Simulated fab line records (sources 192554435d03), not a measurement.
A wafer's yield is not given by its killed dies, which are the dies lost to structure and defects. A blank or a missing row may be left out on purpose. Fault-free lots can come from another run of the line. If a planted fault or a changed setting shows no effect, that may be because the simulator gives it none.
The tool behind it: which one?	flow n5 finfet	Sampling: 24 lots, 72 wafers, 6 of 1938 route steps

WHAT EACH GAUGE READ, for each wafer
N5_BEOL_M5_THK_MEAS_01.
lot	measured	on	M5_ILD_THK (nm)
L074	day 8 09:58	film metro-01	120.8 120.3 122.2
L075	day 8 21:14	film metro-01	118.7 119.9 121.9
L076	day 9 04:17	film metro-02	120.7 122.7 122.0
L077	day 9 04:45	film metro-01	121.3 121.6 125.1
L078	day 9 06:27	film metro-02	121.2 121.7 122.5
L079	day 9 13:06	film metro-01	120.7 121.8 122.8
L083	day 10 16:48	film metro-02	120.4 123.4 121.3
L081	day 10 16:56	film metro-01	122.8 122.7 121.3
L082	day 10 20:38	film metro-01	121.5 120.6 124.2
L080	day 10 22:40	film metro-02	119.2 121.4 120.2
L084	day 11 04:28	film metro-02	122.7 123.3 121.5
L085	day 11 07:13	film metro-02	118.4 120.9 121.2
L086	day 12 00:10	film metro-02	121.1 118.4 123.8
L090	day 12 04:52	film metro-02	117.7 119.3 120.3
L087	day 12 20:01	film metro-01	120.5 124.5 122.1
L088	day 13 00:58	film metro-02	122.3 120.5 123.1
L089	day 13 05:11	film metro-01	120.6 124.4 121.6
L091	day 13 06:08	film metro-01	119.8 120.2 121.3
L092	day 14 03:05	film metro-01	118.7 118.5 121.3
L094	day 14 19:44	film metro-02	121.4 121.4 122.7
L097	day 14 22:27	film metro-01	121.8 123.8 123.2
L093	day 14 22:41	film metro-01	118.2 119.9 122.0
L096	day 15 03:10	film metro-02	117.8 119.9 120.2
L095	day 15 03:35	film metro-01	125.6 123.5 123.9

N5_BEOL_M5_CD_MEAS_28: target cd 30.6 nm, target cd y 20 nm.
lot	measured	on	cd nm (nm)
L074	day 8 13:30	cd sem-01	30.41 30.40 30.63
L075	day 9 01:42	cd sem-01	30.55 30.70 30.90
L076	day 9 08:38	cd sem-03	30.96 30.74 30.62
L077	day 9 08:28	cd sem-03	30.53 30.60 30.62
L078	day 9 12:56	cd sem-01	30.07 30.25 30.50
L079	day 9 15:55	cd sem-01	30.43 30.29 30.42
L083	day 11 01:23	cd sem-03	30.81 30.42 30.80
L081	day 11 01:03	cd sem-01	30.89 30.71 30.75
L082	day 11 01:13	cd sem-01	30.92 30.82 30.82
L080	day 11 07:22	cd sem-03	30.63 30.46 30.60
L084	day 11 09:29	cd sem-03	30.36 30.52 30.50
L085	day 11 10:02	cd sem-01	30.57 30.80 30.61
L086	day 12 03:05	cd sem-02	30.92 30.73 30.65
L090	day 12 06:29	cd sem-02	30.52 31.10 30.75
L087	day 12 23:28	cd sem-01	30.98 30.29 30.66
L088	day 13 05:37	cd sem-02	30.64 30.41 30.26
L089	day 13 08:33	cd sem-03	30.71 30.89 30.48
L091	day 13 08:44	cd sem-02	30.28 30.53 30.62
L092	day 14 06:07	cd sem-03	30.34 30.23 29.98
L094	day 14 21:43	cd sem-01	30.06 30.72 30.51
L097	day 15 02:20	cd sem-01	30.45 30.00 30.49
L093	day 15 02:10	cd sem-02	30.37 30.49 30.51
L096	day 15 12:51	cd sem-03	30.35 30.12 30.14
L095	day 15 09:22	cd sem-01	30.48 30.47 30.41

N5_BEOL_M5_THK_MEAS_53: measures by xrf.
lot	measured	on	M5_THK (nm)
L074	day 8 20:50	film metro-01	63.7 58.1 63.0
L075	day 9 13:27	film metro-01	60.8 64.6 63.1
L076	day 9 17:05	film metro-01	63.1 57.6 62.9
L077	day 9 15:38	film metro-02	64.6 63.2 64.4
L078	day 9 20:59	film metro-02	61.6 63.4 64.4
L079	day 9 23:51	film metro-01	60.0 61.2 61.2
L083	day 11 09:50	film metro-02	61.3 65.1 64.9
L081	day 11 08:22	film metro-02	62.8 64.5 64.7
L082	day 11 09:43	film metro-02	62.5 59.0 64.9
L080	day 11 14:31	film metro-01	60.2 57.9 64.1
L084	day 11 16:42	film metro-01	59.9 61.3 62.7
L085	day 11 18:57	film metro-02	59.2 62.0 58.8
L086	day 12 10:08	film metro-01	64.3 62.1 66.3
L090	day 12 13:29	film metro-02	62.1 63.1 59.7
L087	day 13 06:44	film metro-02	64.8 65.0 63.0
L088	day 13 14:21	film metro-01	61.8 61.2 56.6
L089	day 13 16:19	film metro-02	62.1 59.2 64.4
L091	day 13 20:25	film metro-02	61.8 57.4 60.4
L092	day 14 13:53	film metro-01	65.6 64.6 63.0
L094	day 15 05:01	film metro-01	63.6 62.7 58.7
L097	day 15 09:43	film metro-02	59.3 64.0 57.6
L093	day 15 13:01	film metro-01	64.7 63.0 63.0
L096	day 15 20:58	film metro-02	65.9 66.3 61.6
L095	day 15 18:39	film metro-02	66.9 60.8 62.3

WHICH TOOL RAN EACH LOT (tool, then ch and the chambers of the sampled wafers, then the start)
lot	N5_BEOL_M5_PECVD_70	N5_BEOL_M5_ETCH_68	N5_BEOL_M5_ANNEAL_89
L074	pecvd-01 ch 1,2, day 8 10:00	rie diel-06 ch 0,1,3, day 8 13:42	pvd sputter-02, day 8 19:02
L075	pecvd-03 ch 1,2, day 8 21:16	rie diel-06 ch 0,1,2, day 9 02:20	pvd sputter-02, day 9 08:16
L076	pecvd-01 ch 0,2, day 9 04:19	rie diel-05 ch 0,1,2, day 9 09:04	pvd sputter-03, day 9 15:11
L077	pecvd-03 ch 0,2, day 9 04:47	rie diel-06 ch 0,1,3, day 9 08:40	pvd sputter-01, day 9 13:47
L078	pecvd-01 ch 0,2, day 9 06:29	rie diel-05 ch 0,1, day 9 13:08	pvd sputter-02, day 9 19:10
L079	pecvd-04 ch 0,1,2, day 9 13:08	rie diel-02 ch 0,1,3, day 9 16:25	pvd sputter-03, day 9 21:51
L083	pecvd-03 ch 0,2, day 10 16:50	rie diel-06 ch 2,3, day 11 01:49	pvd sputter-03, day 11 08:02
L081	pecvd-03 ch 0,1,2, day 10 16:59	rie diel-06 ch 0,2,3, day 11 01:22	pvd sputter-01, day 11 06:33
L082	pecvd-03 ch 0,2, day 10 20:40	rie diel-02 ch 1,2,3, day 11 01:26	pvd sputter-02, day 11 07:55
L080	pecvd-01 ch 0,1, day 10 22:42	rie diel-05 ch 0,1, day 11 07:33	pvd sputter-03, day 11 12:43
L084	pecvd-03 ch 0,1,2, day 11 04:31	rie diel-02 ch 1,2,3, day 11 09:44	pvd sputter-01, day 11 14:53
L085	pecvd-04 ch 0,1, day 11 07:15	rie diel-05 ch 1,2, day 11 10:15	pvd sputter-03, day 11 17:08
L086	pecvd-04 ch 0,2, day 12 00:13	rie diel-06 ch 0,1,3, day 12 03:22	pvd sputter-02, day 12 08:20
L090	pecvd-04 ch 0,1,2, day 12 04:54	rie diel-02 ch 1,2,3, day 12 06:41	pvd sputter-01, day 12 11:41
L087	pecvd-04 ch 0,1, day 12 20:02	rie diel-02 ch 0,1,3, day 12 23:43	pvd sputter-02, day 13 04:55
L088	pecvd-03 ch 1,2, day 13 01:00	rie diel-05 ch 0,1,3, day 13 05:49	pvd sputter-03, day 13 12:33
L089	pecvd-01 ch 0,1,2, day 13 05:13	rie diel-02 ch 0,3, day 13 08:46	pvd sputter-01, day 13 14:26
L091	pecvd-01 ch 0,1, day 13 06:10	rie diel-05 ch 1,3, day 13 08:57	pvd sputter-03, day 13 18:37
L092	pecvd-04 ch 0,1,2, day 14 03:07	rie diel-06 ch 0,2,3, day 14 06:32	pvd sputter-03, day 14 12:05
L094	pecvd-01 ch 1,2, day 14 19:47	rie diel-02 ch 0,2,3, day 14 22:01	pvd sputter-03, day 15 03:11
L097	pecvd-01 ch 0,2, day 14 22:29	rie diel-02 ch 0,1,3, day 15 02:32	pvd sputter-02, day 15 07:55
L093	pecvd-04 ch 0,2, day 14 22:43	rie diel-05 ch 0,2,3, day 15 02:22	pvd sputter-01, day 15 11:13
L096	pecvd-04 ch 0,1,2, day 15 03:13	rie diel-06 ch 0,1,3, day 15 13:11	pvd sputter-01, day 15 19:10
L095	pecvd-04 ch 0,2, day 15 03:37	rie diel-06 ch 1,2, day 15 09:34	pvd sputter-02, day 15 16:18
- N5_BEOL_M5_PECVD_70: deposits SiO2 from TEOS/O2, target thk 16 nm, time 18 s.
- N5_BEOL_M5_ETCH_68: etches SOC in N2/H2, target depth 80 nm, overetch 16 nm, time 120 s.
- N5_BEOL_M5_ANNEAL_89: time 1800 s.

WHAT THE TOOLS THEMSELVES READ (means of the sampled wafers that have a number; where no wafer has one, the mark that the record gives instead)
N5_BEOL_M5_PECVD_70.
lot	tool	heater power w (W)	showerhead plenum p Torr (Torr)	throttle valve pct (%)
L074	pecvd-01	786	8.81	24.2
L075	pecvd-03	877	8.79	22.6
L076	pecvd-01	841	8.78	21.7
L077	pecvd-03	691	8.79	21.8
L078	pecvd-01	717	8.76	21.7
L079	pecvd-04	690	8.69	22.6
L083	pecvd-03	744	8.76	22.3
L081	pecvd-03	791	8.79	22.6
L082	pecvd-03	731	8.77	22.0
L080	pecvd-01	801	8.79	22.7
L084	pecvd-03	717	8.78	22.6
L085	pecvd-04	704	8.64	22.8
L086	pecvd-04	708	8.66	22.7
L090	pecvd-04	671	8.69	22.8
L087	pecvd-04	662	8.65	22.7
L088	pecvd-03	797	8.80	22.6
L089	pecvd-01	818	8.79	23.0
L091	pecvd-01	823	8.78	22.8
L092	pecvd-04	684	8.69	23.0
L094	pecvd-01	819	8.82	24.3
L097	pecvd-01	797	8.79	21.9
L093	pecvd-04	670	8.66	22.6
L096	pecvd-04	690	8.70	22.9
L095	pecvd-04	748	8.66	22.8

N5_BEOL_M5_ETCH_68.
lot	tool	bias w (W)	chamber pressure mTorr (mTorr)	drypump motor current A (A)	oes product au (a.u.)	rf vpp V (V)	showerhead plenum p Torr (Torr)	throttle valve pct (%)
L074	rie diel-06	149.9	30.01	6.0	0.61	524.1	2.56	17.73
L075	rie diel-06	150.0	30.02	6.3	0.60	521.8	2.48	17.75
L076	rie diel-05	150.0	30.02	6.1	0.59	523.2	2.52	17.79
L077	rie diel-06	150.0	30.00	5.9	0.60	524.2	2.56	17.73
L078	rie diel-05	150.3	30.00	5.9	0.65	523.4	2.54	17.63
L079	rie diel-02	149.7	29.98	6.2	0.57	523.5	2.54	18.04
L083	rie diel-06	150.1	29.98	6.3	0.54	523.0	2.48	18.02
L081	rie diel-06	149.6	30.01	6.3	0.58	523.8	2.54	17.88
L082	rie diel-02	150.1	29.97	6.0	0.55	522.9	2.53	17.99
L080	rie diel-05	150.6	30.01	5.8	0.63	523.6	2.53	17.66
L084	rie diel-02	150.7	29.99	6.0	0.55	524.0	2.53	17.99
L085	rie diel-05	149.8	29.98	6.0	0.53	521.7	2.45	18.08
L086	rie diel-06	149.9	30.02	6.0	0.59	524.4	2.55	17.78
L090	rie diel-02	150.3	30.00	6.0	0.55	523.2	2.53	18.01
L087	rie diel-02	149.8	30.02	6.2	0.56	523.7	2.53	18.08
L088	rie diel-05	150.2	29.99	5.6	0.58	523.4	2.50	17.85
L089	rie diel-02	150.0	29.98	6.5	0.56	522.9	2.50	18.16
L091	rie diel-05	149.9	29.92	5.6	0.53	521.0	2.44	18.14
L092	rie diel-06	150.4	30.03	6.2	0.64	526.3	2.64	17.78
L094	rie diel-02	150.1	29.99	6.3	0.62	523.0	2.49	17.99
L097	rie diel-02	150.1	30.03	6.2	0.55	523.9	2.53	18.10
L093	rie diel-05	149.9	29.96	6.0	0.62	522.9	2.53	17.62
L096	rie diel-06	149.7	30.00	6.0	0.57	523.9	2.54	17.81
L095	rie diel-06	150.3	29.99	6.1	0.62	523.0	2.53	17.71

N5_BEOL_M5_ANNEAL_89.
lot	tool	heater power w (W)
L074	pvd sputter-02	944
L075	pvd sputter-02	954
L076	pvd sputter-03	842
L077	pvd sputter-01	817
L078	pvd sputter-02	881
L079	pvd sputter-03	857
L083	pvd sputter-03	850
L081	pvd sputter-01	804
L082	pvd sputter-02	889
L080	pvd sputter-03	848
L084	pvd sputter-01	821
L085	pvd sputter-03	856
L086	pvd sputter-02	892
L090	pvd sputter-01	824
L087	pvd sputter-02	885
L088	pvd sputter-03	841
L089	pvd sputter-01	847
L091	pvd sputter-03	840
L092	pvd sputter-03	840
L094	pvd sputter-03	828
L097	pvd sputter-02	939
L093	pvd sputter-01	861
L096	pvd sputter-01	867
L095	pvd sputter-02	902

THE ANSWER, worked out from the rows above alone
Rule: what is usual is taken from the lots themselves. The widest of any qualifying gaps counts: lots, ordered by their means at a reading, are off when they make up no more than a third of the lots, leave a main group of 4 or more, and stand apart from it by 3 or more times the standard deviation of that group's means. The tables above print the reading to a certain number of digits; a main group whose means all agree to those digits is not used. Also off: a lot with no number at a reading for which 4 or more lots have one. Where the step has rows for the other lots, those lots are counted as sound. The gauges are gone through in route order, then the tools' own readings, and for those a lot's mean is taken as printed above. At the first step where some lot is off, the reading lying furthest off is the one used; lots without a number count as furthest.
Nothing can be told from this: no lot is off at any reading shown.

WHAT WAS PUT IN BY THE SIMULATOR
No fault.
